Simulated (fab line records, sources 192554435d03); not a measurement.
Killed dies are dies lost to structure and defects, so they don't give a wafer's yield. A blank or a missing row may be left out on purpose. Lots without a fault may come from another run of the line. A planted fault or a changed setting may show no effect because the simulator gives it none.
fab line records | flow n5_finfet
record lots=24 wafers=72 last_day=18
route steps=1938 shown BEOL_M11@1568 BEOL_M12@1602
lots that met no fault: from a run of the same line without faults
start_h: hours from the record's first day to the start of the lot's first wafer shown | wait_h: hours since the lot's step before | " the same as in the row above | L1.1+2: a row that stands for several wafers | - no value, or no start given | * or withheld: withheld | < > ~ a bound
route shown NAME@n: a module of which the file shows steps, and the number in the route of the first | usual: mean/standard deviation of fault-free wafers | same: alike in all rows | chamber/n: place in a boat | sites: the reading at each site | _std_site: their standard deviation | _edge_site: outer sites' mean less inner sites' | radius_mm: how far each site lies from the wafer's centre | mask NAME#n: copy n | behind: the tool/chamber that last shaped the wafer | hold: why the lot was held/for how many hours/how that ended | device: the transistor (n, p or np) that didn't switch | end of line: the same wafers' tests at the end of the route | a step without rows: its recipe alone | killed: dies lost to structure and defects at the first sort, not the wafer's yield | map: a wafer's dies, x killed, . not, _ none there
set.NAME: the setting as run; set.NAME@STEP: as run at that earlier step | model.NAME: the simulator's own value behind a step, which no gauge read
steps of the route over a sample of lots; a table a step, a row a wafer
services: from which hour (start_h, from the record's first day; less than 0 if before it) a tool's chamber was out of use, for how many hours, and why
## steps
# step N5_BEOL_M11_CD_MEAS_28
# recipe target_cd_nm=70 landing_energy_ev=500 detector=se_inlens polarity=opening
# usual cd_nm=69.2/0.8
# columns lot.wafer tool chamber start_h wait_h cd_nm
L074.1 cd_sem-02 0 226.17 - 68.9
L074.2 " 0 " " 68.9
L074.5 " 0 " " 70.0
L075.1 cd_sem-01 0 233.70 - 70.0
L075.2 " 0 " " 69.8
L075.3 " 0 " " 70.9
L076.3 cd_sem-02 0 243.14 - 67.8
L076.4 " 0 " " 67.7
L076.6 " 0 " " 68.1
L077.4 cd_sem-01 0 255.33 - 69.0
L077.5 " 0 " " 68.3
L077.6 " 0 " " 67.4
L079.2 cd_sem-03 0 264.19 - 67.4
L079.4 " 0 " " 69.3
L079.6 " 0 " " 68.8
L080.1 cd_sem-01 0 264.45 - 69.6
L080.4 " 0 " " 68.8
L080.5 " 0 " " 69.5
L078.4 cd_sem-02 0 267.11 - 70.8
L078.5 " 0 " " 70.1
L078.6 " 0 " " 70.2
L081.3 cd_sem-02 0 269.73 - 69.0
L081.5 " 0 " " 68.4
L081.6 " 0 " " 68.7
L082.1 cd_sem-01 0 281.19 - 69.0
L082.3 " 0 " " 68.2
L082.5 " 0 " " 68.9
L085.1 cd_sem-01 0 290.81 - 67.8
L085.2 " 0 " " 68.6
L085.3 " 0 " " 67.8
L083.2 cd_sem-02 0 296.53 - 68.8
L083.5 " 0 " " 69.4
L083.6 " 0 " " 69.3
L084.1 cd_sem-03 0 302.47 - 69.9
L084.3 " 0 " " 69.4
L084.6 " 0 " " 69.1
L087.2 cd_sem-03 0 306.02 - 69.0
L087.3 " 0 " " 70.3
L087.6 " 0 " " 70.3
L086.3 cd_sem-03 0 309.49 - 68.1
L086.4 " 0 " " 67.4
L086.5 " 0 " " 68.9
L090.1 cd_sem-02 0 322.59 - 68.9
L090.2 " 0 " " 69.4
L090.6 " 0 " " 68.8
L088.2 cd_sem-01 0 327.88 - 69.0
L088.4 " 0 " " 69.0
L088.6 " 0 " " 69.4
L091.1 cd_sem-03 0 331.24 - 69.2
L091.4 " 0 " " 68.2
L091.6 " 0 " " 69.2
L089.2 cd_sem-01 0 338.24 - 69.0
L089.3 " 0 " " 69.6
L089.6 " 0 " " 70.0
L092.3 cd_sem-03 0 342.09 - 68.6
L092.4 " 0 " " 69.4
L092.6 " 0 " " 69.8
L093.1 cd_sem-02 0 347.37 - 68.5
L093.3 " 0 " " 69.0
L093.4 " 0 " " 69.1
L094.1 cd_sem-01 0 355.52 - 70.1
L094.5 " 0 " " 69.4
L094.6 " 0 " " 70.4
L095.2 cd_sem-02 0 366.54 - 69.3
L095.5 " 0 " " 70.0
L095.6 " 0 " " 69.0
L096.1 cd_sem-02 0 366.70 - 70.1
L096.2 " 0 " " 68.6
L096.3 " 0 " " 69.7
L097.1 cd_sem-02 0 376.15 - 69.6
L097.2 " 0 " " 69.7
L097.4 " 0 " " 68.1
# step N5_BEOL_M11_STRIP_36
# recipe chemistry=N2/H2 power_w=450 temp_c=40 pressure_mtorr=20 rf_frequency_hz=6e+07 overash_fraction=0.3 bias_power_w=7 h2_frac=0.5 n2_flow_sccm=200 h2_flow_sccm=200
# usual drypump_motor_current_A=5.9/0.36 h2_flow_sccm=200.0/0.59 oes_product_au=0.80/0.08 rf_vpp_V=59.2/2 showerhead_plenum_p_Torr=2.54/0.065 throttle_valve_pct=23.7/0.37
# columns lot.wafer tool chamber start_h wait_h drypump_motor_current_A h2_flow_sccm oes_product_au rf_hours_counter_h rf_vpp_V showerhead_plenum_p_Torr throttle_valve_pct
L074.1 rie_diel-03 2 226.53 0.0 6.3 200.3 0.92 30 57.5 2.47 23.6
L074.2 " 3 " " 6.3 200.4 0.74 169 61.0 2.63 23.5
L074.5 " 1 " " 6.1 199.8 0.74 - 59.2 2.63 24.2
L075.1 rie_diel-03 1 234.84 0.0 6.1 199.3 0.74 183 61.5 2.63 24.2
L075.2 " 2 " " 6.3 200.4 0.89 33 61.7 2.47 23.6
L075.3 " 0 " " 5.6 200.2 0.87 64 60.7 2.47 23.0
L076.3 rie_diel-06 3 243.49 0.0 5.8 200.3 0.88 26 56.7 2.59 23.3
L076.4 " 0 " " 5.8 198.5 0.69 247 56.5 2.61 23.7
L076.6 " 0 " " 5.8 199.8 0.69 - 58.5 2.61 23.6
L077.4 rie_diel-03 1 255.68 0.0 6.1 200.2 0.72 190 61.0 2.63 24.2
L077.5 " 2 " " 6.3 200.4 0.88 - 58.4 2.47 23.6
L077.6 " 1 " " 6.1 200.7 0.74 - 61.2 2.63 24.2
L079.2 rie_diel-06 1 264.55 0.0 5.9 199.7 0.68 242 57.1 2.49 24.2
L079.4 " 1 " " 5.9 201.0 0.69 - 59.8 2.50 24.2
L079.6 " 3 " " 5.8 199.7 0.87 - 57.2 2.59 23.3
L080.1 rie_diel-06 2 265.17 0.0 5.2 200.7 0.80 104 61.6 2.56 23.9
L080.4 " 3 " " 5.8 200.7 0.86 - 60.8 2.59 23.3
L080.5 " 1 " " 5.9 200.6 0.67 - 58.7 2.49 24.2
L078.4 rie_diel-04 1 267.47 0.0 5.5 198.4 0.67 247 58.7 2.61 23.9
L078.5 " 3 " " 5.4 200.2 0.77 - 55.4 2.54 23.6
L078.6 " 0 " " 6.3 199.9 0.89 - 60.8 2.49 23.9
L081.3 rie_diel-06 2 270.09 0.0 5.3 200.6 0.80 105 58.4 2.56 23.9
L081.5 " 0 " " 5.8 200.8 0.99 - 59.4 2.60 23.3
L081.6 " 1 " " 5.9 199.7 0.68 - 59.7 2.49 24.2
L082.1 rie_diel-06 3 281.55 0.0 5.8 199.7 0.86 39 56.4 2.58 23.3
L082.3 " 1 " " 5.9 199.5 0.69 249 60.3 2.49 24.2
L082.5 " 3 " " 5.8 200.0 0.85 - 59.6 2.59 23.3
L085.1 rie_diel-03 0 291.18 0.0 5.6 199.9 0.83 80 59.0 2.46 23.1
L085.2 " 3 " " 6.3 200.1 0.73 189 57.3 2.62 23.5
L085.3 " 2 " " 6.3 201.1 0.86 52 60.2 2.46 23.6
L083.2 rie_diel-06 0 297.25 0.0 5.7 199.8 0.92 12 58.0 2.60 23.3
L083.5 " 2 " " 5.2 200.4 0.78 - 57.4 2.55 23.9
L083.6 " 0 " " 5.7 198.8 0.90 - 59.8 2.60 23.3
L084.1 rie_diel-04 2 302.94 0.0 5.6 199.2 0.78 138 62.2 2.44 24.0
L084.3 " 0 " " 6.3 201.3 0.87 33 58.7 2.48 23.9
L084.6 " 2 " " 5.6 200.0 0.78 - 56.1 2.44 24.0
L087.2 rie_diel-03 3 306.78 0.0 6.3 200.0 0.72 193 61.8 2.62 23.5
L087.3 " 2 " " 6.3 199.2 0.85 56 61.8 2.46 23.6
L087.6 " 2 " " 6.3 200.3 0.87 - 60.5 2.46 23.6
L086.3 rie_diel-04 3 309.84 0.0 5.4 200.6 0.75 155 63.6 2.53 23.6
L086.4 " 2 " " 5.6 200.2 0.77 - 59.9 2.44 24.0
L086.5 " 3 " " 5.4 199.7 0.75 - 60.9 2.53 23.6
L090.1 rie_diel-04 3 323.38 0.0 5.4 198.8 0.73 157 59.0 2.53 23.6
L090.2 " 0 " " 6.3 200.4 0.89 40 60.3 2.48 23.9
L090.6 " 3 " " 5.5 199.4 0.75 - 60.0 2.53 23.6
L088.2 rie_diel-03 2 328.24 0.0 6.3 201.2 0.85 63 57.4 2.46 23.7
L088.4 " 1 " " 6.1 200.2 0.71 213 56.3 2.62 24.3
L088.6 " 3 " " 6.3 199.4 0.72 - 55.5 2.61 23.5
L091.1 rie_diel-04 0 331.60 0.0 6.3 200.6 0.87 44 59.9 2.48 23.9
L091.4 " 2 " " 5.6 199.6 0.77 - 62.9 2.44 24.0
L091.6 " 0 " " 6.2 200.1 0.89 - 59.2 2.48 23.9
L089.2 rie_diel-04 1 338.60 0.0 5.5 199.7 1.03 0 59.1 2.60 23.6
L089.3 " 3 " " 5.5 200.0 0.75 164 58.9 2.53 23.6
L089.6 " 2 " " 5.6 199.4 0.76 - 57.8 2.44 24.0
L092.3 rie_diel-03 3 342.45 0.0 6.4 200.2 0.72 205 59.3 2.61 23.5
L092.4 " 1 " " 6.2 200.3 0.71 218 60.7 2.62 24.2
L092.6 " 2 " " 6.3 200.3 0.86 - 58.3 2.46 23.6
L093.1 rie_diel-03 2 347.81 0.0 6.3 199.5 0.85 69 60.4 2.46 23.6
L093.3 " 0 " " 5.6 200.6 0.82 97 56.9 2.46 23.0
L093.4 " 3 " " 6.4 200.2 0.71 207 58.1 2.61 23.5
L094.1 rie_diel-06 0 355.88 0.0 5.7 201.9 0.86 34 59.8 2.59 23.3
L094.5 " 1 " " 5.9 199.2 0.96 - 59.9 2.49 24.0
L094.6 " 2 " " 5.2 199.6 0.78 - 57.4 2.54 23.9
L095.2 rie_diel-03 3 367.14 0.0 6.3 199.4 0.72 213 59.6 2.61 23.5
L095.5 " 2 " " 6.3 200.3 0.82 - 59.1 2.45 23.6
L095.6 " 1 " " 6.1 199.8 0.69 - 59.0 2.61 24.2
L096.1 rie_diel-06 0 367.73 0.0 5.7 199.4 0.85 37 57.4 2.59 23.4
L096.2 " 3 " " 5.8 199.7 0.81 64 58.0 2.57 23.3
L096.3 " 1 " " 5.9 200.1 0.94 17 58.5 2.48 23.9
L097.1 rie_diel-03 0 376.63 0.0 5.6 201.0 0.83 106 59.0 2.45 23.1
L097.2 " 2 " " 6.3 199.9 0.84 80 56.7 2.45 23.6
L097.4 " 3 " " 6.3 199.7 0.71 217 60.0 2.60 23.5
# step N5_BEOL_M11_PRE_CLEAN_45
# recipe gas=H2/He time_s=30 temp_c=250
# usual heater_power_w=337/41 susceptor_temp_C=250.01/0.18
# columns lot.wafer tool chamber start_h wait_h heater_power_w susceptor_temp_C
L074.1 pvd_sputter-03 - 227.48 0.0 301 250.03
L074.2 " - " " 366 250.23
L074.5 " - " " 329 250.27
L075.1 pvd_sputter-01 - 236.95 0.0 335 250.01
L075.2 " - " " 382 250.25
L075.3 " - " " 346 250.12
L076.3 pvd_sputter-03 - 244.63 0.0 370 250.09
L076.4 " - " " 338 250.04
L076.6 " - " " 381 249.91
L077.4 pvd_sputter-03 - 256.58 0.0 376 249.93
L077.5 " - " " 364 250.31
L077.6 " - " " 371 249.90
L079.2 pvd_sputter-02 - 265.34 0.0 370 249.85
L079.4 " - " " 315 250.26
L079.6 " - " " 302 250.19
L080.1 pvd_sputter-01 - 265.94 0.0 348 250.04
L080.4 " - " " 349 249.96
L080.5 " - " " 347 250.10
L078.4 pvd_sputter-03 - 268.32 0.0 372 249.72
L078.5 " - " " 297 250.01
L078.6 " - " " 370 249.86
L081.3 pvd_sputter-03 - 272.09 0.0 373 250.21
L081.5 " - " " 372 250.47
L081.6 " - " " 298 250.11
L082.1 pvd_sputter-03 - 282.35 0.0 376 250.09
L082.3 " - " " 335 249.56
L082.5 " - " " 339 249.85
L085.1 pvd_sputter-01 - 292.98 0.0 347 250.21
L085.2 " - " " 249 249.85
L085.3 " - " " 374 249.82
L083.2 pvd_sputter-03 - 298.22 0.0 337 250.09
L083.5 " - " " 303 250.17
L083.6 " - " " 368 249.65
L084.1 pvd_sputter-01 - 303.78 0.0 339 249.76
L084.3 " - " " 342 249.93
L084.6 " - " " 343 249.84
L087.2 pvd_sputter-03 - 307.63 0.0 369 249.86
L087.3 " - " " 301 250.02
L087.6 " - " " 364 250.27
L086.3 pvd_sputter-03 - 311.07 0.0 301 249.63
L086.4 " - " " 336 250.25
L086.5 " - " " 329 250.00
L090.1 pvd_sputter-02 - 324.42 0.0 366 250.01
L090.2 " - " " 293 250.11
L090.6 " - " " 350 250.16
L088.2 pvd_sputter-03 - 329.15 0.0 347 250.16
L088.4 " - " " 373 249.96
L088.6 " - " " 296 250.04
L091.1 pvd_sputter-01 - 332.75 0.0 348 250.08
L091.4 " - " " 250 249.77
L091.6 " - " " 381 250.00
L089.2 pvd_sputter-01 - 340.65 0.0 344 250.11
L089.3 " - " " 343 249.97
L089.6 " - " " 382 249.96
L092.3 pvd_sputter-02 - 344.19 0.0 374 250.27
L092.4 " - " " 303 249.88
L092.6 " - " " 379 250.18
L093.1 pvd_sputter-01 - 348.89 0.0 347 250.05
L093.3 " - " " 381 249.79
L093.4 " - " " 249 249.80
L094.1 pvd_sputter-01 - 357.01 0.0 340 249.91
L094.5 " - " " 348 249.88
L094.6 " - " " 390 249.94
L095.2 pvd_sputter-01 - 368.24 0.0 246 249.93
L095.5 " - " " 379 250.13
L095.6 " - " " 247 250.09
L096.1 pvd_sputter-01 - 368.56 0.0 351 249.80
L096.2 " - " " 382 250.08
L096.3 " - " " 339 249.94
L097.1 pvd_sputter-02 - 377.51 0.0 377 249.88
L097.2 " - " " 300 250.09
L097.4 " - " " 308 250.03
# step N5_BEOL_M11_SPUTTER_48
# recipe material=Cu target_thk_a=120 temp_c=-20 bias_v=60 power_w=26000 chamber_pressure_pa=0.13 time_s=2
# usual susceptor_temp_C=-20.00/0.11 throttle_valve_pct=30.3/0.41
# columns lot.wafer tool chamber start_h wait_h susceptor_temp_C throttle_valve_pct
L074.1 pvd_sputter-01 - 228.04 0.1 -19.95 30.8
L074.2 " - " " -19.96 29.6
L074.5 " - " " -19.91 30.4
L075.1 pvd_sputter-02 - 237.53 0.1 -20.02 30.4
L075.2 " - " " -19.93 30.5
L075.3 " - " " -20.07 31.0
L076.3 pvd_sputter-01 - 246.95 1.7 -19.88 30.5
L076.4 " - " " -20.26 29.6
L076.6 " - " " -20.08 29.4
L077.4 pvd_sputter-03 - 257.28 0.1 -20.16 30.0
L077.5 " - " " -19.96 30.6
L077.6 " - " " -20.11 30.1
L079.2 pvd_sputter-03 - 266.58 0.6 -19.91 29.9
L079.4 " - " " -19.92 30.7
L079.6 " - " " -20.02 30.2
L080.1 pvd_sputter-03 - 266.84 0.1 -20.03 30.2
L080.4 " - " " -20.18 30.0
L080.5 " - " " -20.07 30.2
L078.4 pvd_sputter-03 - 268.97 0.0 -20.01 29.9
L078.5 " - " " -20.10 29.6
L078.6 " - " " -20.11 29.8
L081.3 pvd_sputter-03 - 272.93 0.2 -20.06 30.6
L081.5 " - " " -19.94 29.9
L081.6 " - " " -20.09 30.4
L082.1 pvd_sputter-02 - 282.89 0.1 -19.99 30.2
L082.3 " - " " -19.90 30.9
L082.5 " - " " -20.03 30.4
L085.1 pvd_sputter-03 - 293.62 0.1 -19.96 29.9
L085.2 " - " " -19.97 29.8
L085.3 " - " " -20.01 30.2
L083.2 pvd_sputter-02 - 298.98 0.2 -19.99 30.7
L083.5 " - " " -20.00 30.8
L083.6 " - " " -20.14 30.4
L084.1 pvd_sputter-01 - 304.44 0.1 -19.94 30.5
L084.3 " - " " -19.93 30.4
L084.6 " - " " -19.93 29.6
L087.2 pvd_sputter-03 - 310.13 0.3 -19.74 30.1
L087.3 " - " " -20.07 30.5
L087.6 " - " " -19.85 29.6
L086.3 pvd_sputter-03 - 311.73 0.1 -19.95 30.4
L086.4 " - " " -19.93 30.2
L086.5 " - " " -20.11 29.8
L090.1 pvd_sputter-03 - 326.53 0.2 -20.11 30.5
L090.2 " - " " -20.07 30.1
L090.6 " - " " -19.98 29.9
L088.2 pvd_sputter-03 - 329.79 0.1 -20.01 30.1
L088.4 " - " " -20.17 30.3
L088.6 " - " " -20.07 30.0
L091.1 pvd_sputter-02 - 334.99 1.3 -19.83 30.6
L091.4 " - " " -19.97 30.9
L091.6 " - " " -20.21 31.1
L089.2 pvd_sputter-01 - 341.27 0.1 -20.10 30.5
L089.3 " - " " -19.93 30.5
L089.6 " - " " -19.99 29.7
L092.3 pvd_sputter-01 - 344.81 0.1 -19.89 29.4
L092.4 " - " " -19.92 30.4
L092.6 " - " " -19.91 31.1
L093.1 pvd_sputter-01 - 349.59 0.2 -20.04 30.8
L093.3 " - " " -20.05 29.6
L093.4 " - " " -19.89 30.7
L094.1 pvd_sputter-01 - 357.75 0.2 -20.11 29.5
L094.5 " - " " -20.20 29.5
L094.6 " - " " -19.85 30.5
L095.2 pvd_sputter-01 - 368.80 0.1 -20.09 29.6
L095.5 " - " " -20.03 30.3
L095.6 " - " " -20.05 29.6
L096.1 pvd_sputter-03 - 369.41 0.3 -19.95 30.4
L096.2 " - " " -20.06 30.0
L096.3 " - " " -19.95 29.7
L097.1 pvd_sputter-03 - 379.77 0.1 -19.91 30.3
L097.2 " - " " -20.02 30.5
L097.4 " - " " -19.86 29.9
# step N5_BEOL_M12_ILD_DEP_00
# recipe material=SiOC target_thk_a=6589.2 temp_c=350 precursor=DEMS/O2 pressure_torr=5 rf_w=500 time_s=130.7
# usual heater_power_w=478/59 showerhead_plenum_p_Torr=5.696/0.015 susceptor_temp_C=350.01/0.21 throttle_valve_pct=11.8/0.66
# columns lot.wafer tool chamber start_h wait_h heater_power_w showerhead_plenum_p_Torr susceptor_temp_C throttle_valve_pct
L074.1 pecvd-01 2 229.17 0.0 459 5.692 349.89 11.7
L074.2 " 0 " " 498 5.676 349.88 13.2
L074.5 " 0 " " 524 5.689 350.23 12.8
L075.1 pecvd-01 2 238.54 0.0 471 5.693 349.83 11.7
L075.2 " 1 " " 446 5.662 349.98 11.9
L075.3 " 0 " " 569 5.677 350.01 12.7
L076.3 pecvd-01 1 248.35 0.1 414 5.688 350.22 11.6
L076.4 " 0 " " 520 5.681 350.02 13.1
L076.6 " 0 " " 554 5.690 349.78 12.6
L077.4 pecvd-04 1 258.36 0.1 448 5.700 350.26 11.6
L077.5 " 0 " " 553 5.707 349.62 13.1
L077.6 " 2 " " 506 5.697 350.06 11.3
L079.2 pecvd-01 1 267.59 0.0 478 5.674 350.09 11.6
L079.4 " 2 " " 414 5.706 349.86 11.6
L079.6 " 1 " " 410 5.671 350.21 11.8
L080.1 pecvd-01 2 267.85 0.0 476 5.694 350.13 11.8
L080.4 " 2 " " 517 5.702 350.06 11.8
L080.5 " 1 " " 412 5.676 350.07 11.6
L078.4 pecvd-01 0 270.63 0.1 575 5.687 349.86 13.1
L078.5 " 1 " " 463 5.689 349.99 11.6
L078.6 " 2 " " 468 5.716 349.79 11.7
L081.3 pecvd-01 2 273.94 0.0 469 5.692 349.76 11.9
L081.5 " 1 " " 456 5.672 350.00 11.4
L081.6 " 0 " " 519 5.689 349.85 13.2
L082.1 pecvd-01 0 284.05 0.0 460 5.685 350.22 12.9
L082.3 " 1 " " 449 5.669 350.14 11.5
L082.5 " 0 " " 493 5.682 349.98 12.8
L085.1 pecvd-03 1 294.62 0.0 547 5.714 350.25 11.8
L085.2 " 0 " " 407 5.716 350.08 11.8
L085.3 " 2 " " 379 5.696 350.52 10.8
L083.2 pecvd-01 0 300.54 0.0 557 5.672 350.15 12.9
L083.5 " 0 " " 574 5.692 349.93 13.0
L083.6 " 1 " " 409 5.685 350.02 11.7
L084.1 pecvd-03 2 306.10 0.0 443 5.694 350.25 10.8
L084.3 " 0 " " 383 5.707 349.89 11.7
L084.6 " 2 " " 467 5.698 350.15 10.8
L087.2 pecvd-03 2 311.15 0.0 482 5.701 350.03 10.9
L087.3 " 1 " " 580 5.700 349.48 12.0
L087.6 " 0 " " 446 5.695 350.23 11.5
L086.3 pecvd-01 2 312.75 0.0 460 5.696 349.82 11.8
L086.4 " 1 " " 467 5.692 349.72 11.6
L086.5 " 2 " " 483 5.715 350.08 11.7
L090.1 pecvd-04 1 327.54 0.0 444 5.707 349.69 11.5
L090.2 " 0 " " 555 5.694 350.33 13.0
L090.6 " 0 " " 593 5.688 349.96 13.3
L088.2 pecvd-03 0 330.80 0.0 444 5.709 350.10 11.4
L088.4 " 2 " " 435 5.696 349.94 10.8
L088.6 " 0 " " 457 5.703 349.85 11.4
L091.1 pecvd-03 1 336.00 0.0 598 5.712 350.32 11.7
L091.4 " 0 " " 465 5.710 350.13 11.4
L091.6 " 2 " " 438 5.703 350.03 10.7
L089.2 pecvd-03 1 342.28 0.0 598 5.704 350.03 11.9
L089.3 " 2 " " 437 5.702 349.70 10.8
L089.6 " 2 " " 469 5.707 349.72 10.6
L092.3 pecvd-03 2 346.02 0.0 468 5.702 349.77 10.9
L092.4 " 0 " " 462 5.708 349.76 11.3
L092.6 " 1 " " 551 5.716 349.94 11.8
L093.1 pecvd-01 0 350.92 0.0 525 5.695 350.34 12.8
L093.3 " 1 " " 465 5.677 350.45 11.6
L093.4 " 2 " " 479 5.696 349.83 11.9
L094.1 pecvd-01 0 358.99 0.0 529 5.694 350.51 12.8
L094.5 " 1 " " 448 5.673 349.94 11.8
L094.6 " 0 " " 553 5.684 350.38 12.9
L095.2 pecvd-03 0 370.02 0.0 377 5.698 350.06 11.3
L095.5 " 1 " " 595 5.720 349.79 12.0
L095.6 " 2 " " 486 5.692 349.67 11.1
L096.1 pecvd-03 2 370.44 0.0 468 5.691 350.08 11.2
L096.2 " 0 " " 442 5.702 350.20 11.7
L096.3 " 1 " " 591 5.707 349.87 12.1
L097.1 pecvd-04 0 381.22 0.0 604 5.699 350.14 13.1
L097.2 " 2 " " 520 5.708 350.06 11.3
L097.4 " 0 " " 478 5.702 350.39 13.0
# step N5_BEOL_M12_DESCUM_15
# recipe chemistry=O2 time_s=7.9 source_power_w=50 bias_power_w=20 pressure_mtorr=20 rf_frequency_hz=2.712e+07 temp_c=40 o2_flow_sccm=225
# usual drypump_motor_current_A=5.7/0.43 oes_product_au=0.79/0.1 rf_vpp_V=242.3/0.96 showerhead_plenum_p_Torr=2.047/0.029 throttle_valve_pct=20.43/0.24
# columns lot.wafer tool chamber start_h wait_h drypump_motor_current_A oes_product_au rf_hours_counter_h rf_vpp_V showerhead_plenum_p_Torr throttle_valve_pct
L074.1 rie_diel-05 3 229.72 0.0 5.7 0.69 236 242.6 2.063 20.89
L074.2 " 2 " " 5.1 0.70 197 242.5 1.989 20.55
L074.5 " 1 " " 6.0 0.94 - 242.1 2.056 20.11
L075.1 rie_diel-02 0 239.44 0.4 5.7 0.76 131 241.1 2.019 20.51
L075.2 " 2 " " 5.9 0.72 191 240.9 2.071 20.83
L075.3 " 3 " " 6.0 0.75 137 243.7 2.098 20.37
L076.3 rie_diel-05 0 249.00 0.0 5.1 0.98 2 240.5 2.069 20.12
L076.4 " 3 " " 5.7 0.70 244 242.3 2.060 20.90
L076.6 " 3 " " 5.7 0.69 - 242.2 2.060 20.91
L077.4 rie_diel-05 3 258.84 0.0 5.7 0.68 247 243.7 2.059 20.91
L077.5 " 3 " " 5.8 0.69 - 242.5 2.058 20.92
L077.6 " 2 " " 5.1 0.69 - 240.5 1.985 20.57
L079.2 rie_diel-01 1 268.24 0.1 5.8 0.98 3 242.1 2.059 20.21
L079.4 " 2 " " 5.7 0.88 43 242.3 2.041 20.48
L079.6 " 2 " " 5.7 0.89 - 242.6 2.041 20.46
L080.1 rie_diel-01 3 268.55 0.0 4.8 0.70 232 242.8 2.058 20.63
L080.4 " 2 " " 5.7 0.88 43 242.7 2.040 20.46
L080.5 " 1 " " 5.7 0.98 - 242.2 2.059 20.20
L078.4 rie_diel-02 2 271.11 0.0 6.0 0.71 202 243.7 2.067 20.83
L078.5 " 2 " " 6.0 0.71 - 242.4 2.067 20.83
L078.6 " 1 " " 6.1 0.70 - 242.6 2.084 20.33
L081.3 rie_diel-01 0 274.46 0.0 6.5 0.83 82 241.5 2.032 20.06
L081.5 " 2 " " 5.7 0.88 - 242.8 2.040 20.47
L081.6 " 1 " " 5.7 0.96 - 242.7 2.057 20.21
L082.1 rie_diel-01 1 284.63 0.1 5.7 0.95 12 241.8 2.056 20.23
L082.3 " 0 " " 6.6 0.81 87 241.0 2.031 20.08
L082.5 " 1 " " 5.7 0.95 - 242.7 2.056 20.21
L085.1 rie_diel-02 2 295.28 0.0 5.9 0.71 212 241.7 2.063 20.85
L085.2 " 0 " " 5.6 0.75 152 240.5 2.011 20.53
L085.3 " 3 " " 6.0 0.73 158 243.9 2.091 20.39
L083.2 rie_diel-05 2 301.06 0.0 5.1 0.69 221 241.5 1.980 20.58
L083.5 " 1 " " 6.0 0.88 - 242.8 2.047 20.14
L083.6 " 2 " " 5.2 0.69 - 241.9 1.980 20.58
L084.1 rie_diel-02 2 307.03 0.3 6.0 0.71 216 243.1 2.062 20.86
L084.3 " 3 " " 6.1 0.73 161 243.5 2.090 20.38
L084.6 " 0 " " 5.7 0.74 - 241.8 2.010 20.52
L087.2 rie_diel-02 2 311.86 0.1 5.9 0.69 217 243.0 2.062 20.85
L087.3 " 3 " " 6.1 0.72 163 242.6 2.089 20.39
L087.6 " 2 " " 5.9 0.70 - 242.8 2.061 20.86
L086.3 rie_diel-01 0 314.52 1.3 6.5 0.81 97 241.7 2.028 20.10
L086.4 " 0 " " 6.5 0.81 - 241.8 2.027 20.10
L086.5 " 1 " " 5.7 0.92 - 241.3 2.052 20.26
L090.1 rie_diel-02 2 328.19 0.0 6.0 0.69 223 244.4 2.059 20.86
L090.2 " 1 " " 6.1 0.67 214 243.9 2.076 20.35
L090.6 " 3 " " 6.1 0.72 - 243.3 2.088 20.39
L088.2 rie_diel-05 2 331.39 0.1 5.2 0.69 234 242.6 1.976 20.60
L088.4 " 1 " " 6.0 0.87 47 241.3 2.043 20.15
L088.6 " 3 " " 5.7 0.98 - 242.7 2.056 20.55
L091.1 rie_diel-02 2 336.54 0.0 5.9 0.69 226 243.1 2.058 20.87
L091.4 " 0 " " 5.6 0.74 165 240.6 2.007 20.55
L091.6 " 0 " " 5.6 0.74 - 241.7 2.007 20.55
L089.2 rie_diel-05 2 343.11 0.2 5.2 0.68 238 241.8 1.975 20.62
L089.3 " 0 " " 5.1 0.88 35 242.2 2.057 20.17
L089.6 " 3 " " 5.7 0.95 - 242.4 2.055 20.55
L092.3 rie_diel-05 3 346.74 0.1 5.7 0.94 11 242.9 2.054 20.54
L092.4 " 1 " " 6.0 0.85 53 242.5 2.041 20.18
L092.6 " 3 " " 5.7 0.95 - 241.9 2.054 20.55
L093.1 rie_diel-02 3 351.44 0.0 6.0 0.70 176 244.1 2.085 20.40
L093.3 " 2 " " 6.0 0.69 231 241.6 2.057 20.87
L093.4 " 1 " " 6.1 0.67 222 242.3 2.074 20.36
L094.1 rie_diel-02 1 359.59 0.1 6.1 0.67 225 242.9 2.073 20.37
L094.5 " 3 " " 6.0 0.71 - 241.6 2.084 20.41
L094.6 " 2 " " 6.0 0.69 - 243.2 2.056 20.90
L095.2 rie_diel-01 3 370.54 0.0 4.8 0.93 9 243.4 2.049 20.32
L095.5 " 1 " " 5.7 0.88 - 242.2 2.043 20.28
L095.6 " 2 " " 5.7 0.82 - 241.0 2.025 20.52
L096.1 rie_diel-01 3 370.97 0.0 4.8 0.92 9 243.8 2.048 20.33
L096.2 " 2 " " 5.7 0.82 89 242.2 2.025 20.55
L096.3 " 0 " " 6.5 0.77 122 241.9 2.019 20.14
L097.1 rie_diel-01 0 381.92 0.0 6.5 0.78 126 241.9 2.018 20.12
L097.2 " 3 " " 4.8 0.91 13 241.3 2.047 20.32
L097.4 " 1 " " 5.7 0.86 52 241.0 2.042 20.29
## services
# columns tool chamber start_h hours kind
rie_diel-01 0 205.00 10.7 repair
rie_diel-04 3 206.29 13.1 repair
rie_diel-05 3 217.36 2.8 repair
rie_diel-01 1 226.12 7.0 repair
pecvd-01 2 244.65 5.5 scheduled_down
pecvd-01 - 256.49 0.9 repair
pecvd-01 0 266.89 2.1 scheduled_down
rie_diel-03 0 268.67 3.8 repair
rie_diel-04 0 271.49 3.0 repair
rie_diel-05 - 271.96 10.0 pm
rie_diel-04 0 283.51 6.1 repair
rie_diel-04 2 291.59 9.0 repair
rie_diel-05 3 292.57 28.2 repair
rie_diel-04 1 299.71 3.5 repair
rie_diel-05 - 311.93 2.8 pm
rie_diel-04 3 313.50 3.9 repair
pvd_sputter-03 - 316.18 2.9 repair
rie_diel-04 2 319.23 6.4 repair
rie_diel-05 3 321.20 7.7 repair
rie_diel-01 3 343.36 5.8 repair
rie_diel-04 3 368.70 1.9 repair
rie_diel-02 1 374.63 3.0 repair
rie_diel-04 - 378.32 0.1 repair
rie_diel-02 - 380.59 14.6 pm
## key
fault none
